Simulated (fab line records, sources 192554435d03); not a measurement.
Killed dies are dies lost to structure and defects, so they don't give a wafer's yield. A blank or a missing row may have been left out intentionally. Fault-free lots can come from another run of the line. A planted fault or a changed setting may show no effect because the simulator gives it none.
A lot that was struck, set against a sound lot	flow n5-finfet	14 steps out of a route of 1938
Sound: the wafers L689.3, L689.4, L689.5. Wafers struck: L688.1, L688.2, L688.4. Last of all comes the cause.
For every step that has rows: the tool of each side, followed by ch and its chambers, followed by its first start. Under that, the readings that differ: sound wafers	struck wafers	difference of the means	sigmas: that difference in standard deviations of wafers without a fault.
alike: readings whose means differ by less than 2 such deviations, and words and numbers that are the same on both sides. not compared: withheld readings, readings that some wafer has no value for, bounds like >300 that may hide the same value, and numbers for which the record gives no deviation and whose values overlap.
The two part at a step that has a row with sigmas, a row that says differs or no value, or rows on one side only. Numbers that don't overlap but have no deviation are shown without sigmas and don't part them. Lack of a reading on every wafer of one side parts them only where that side has two or more wafers.

N5_MOL_CONTACT_COAG_STRIP_96: strips in N2/H2.
  sound on rie-diel-04 ch 0,1,3, day 8 03:44; struck on rie-diel-01 ch 0,1, day 8 00:24
  alike: drypump-motor-current-A, h2-flow-sccm, oes-product-au, rf-vpp-V, showerhead-plenum-p-Torr, throttle-valve-pct
  not compared: rf-hours-counter-h
N5_MOL_CONTACT_COAG_ETCH_47: etches SiNx in CH3F/O2, stops on W, target depth 27 nm.
  sound on rie-diel-04 ch 0,1,3, day 8 03:46; struck on rie-diel-01 ch 0,1, day 8 00:26
  alike: drypump-motor-current-A, etch-rf-on-time-s, oes_f_703_au, oes-product-au, rf-vpp-V, showerhead-plenum-p-Torr, throttle-valve-pct
  not compared: rf-hours-counter-h
N5_MOL_CONTACT_COAG_STRIP_119: strips in N2/H2, time 30 s.
  sound on plasma-asher-02 ch 0,1, day 8 03:52; struck on plasma-asher-01 ch 0,1, day 8 00:31
  alike: drypump-motor-current-A, h2-flow-sccm, heater-power-w
  not compared: rf-hours-counter-h
then, 2 steps without rows for these wafers: N5_MOL_CONTACT_COAG_PRECLEAN_144 (cleans in alkaline clean, time 60 s); N5_MOL_CONTACT_COAG_SRD_145 (time 30 s).
N5_MOL_CONTACT_COAG_CD_MEAS_137 targets a cd of 16 nm.
  sound: cd-sem-01 at day 8 04:00; struck: cd-sem-01 at day 8 00:40
  alike: cd-nm
then, 6 steps without rows for these wafers: N5_MOL_CONTACT_COAG_COAT_62 (time 60 s, resist thk 60 nm); N5_MOL_CONTACT_COAG_COAT_63 (time 60 s, resist thk 10 nm); N5_MOL_CONTACT_COAG_COAT_64 (time 60 s, resist thk 10 nm); N5_MOL_CONTACT_COAG_COAT_34 (resist thk 40 nm); N5_MOL_CONTACT_COAG_EBR_36; N5_MOL_CONTACT_COAG_SOFTBAKE_35 (time 60 s).
N5_MOL_CONTACT_COAG_EXPOSE_37: exposes mask VD, defocus 0 nm.
  sound on euv-scanner-02 ch 0, day 8 04:19; struck on euv-scanner-01, day 8 00:58
  no value came back on the struck wafers for exposure-dose-mJ-cm2, focus-offset-nm (nm); on the sound wafers exposure-dose-mJ-cm2 reads 62.1 62.1 62.0
  alike: mask
then, 1 step without rows for these wafers: N5_MOL_CONTACT_COAG_PEB_38 (peb time 60 s).

## WHERE THEY PART
Within this record, at N5_MOL_CONTACT_COAG_EXPOSE_37 only.

WHY: whatever the simulator had introduced
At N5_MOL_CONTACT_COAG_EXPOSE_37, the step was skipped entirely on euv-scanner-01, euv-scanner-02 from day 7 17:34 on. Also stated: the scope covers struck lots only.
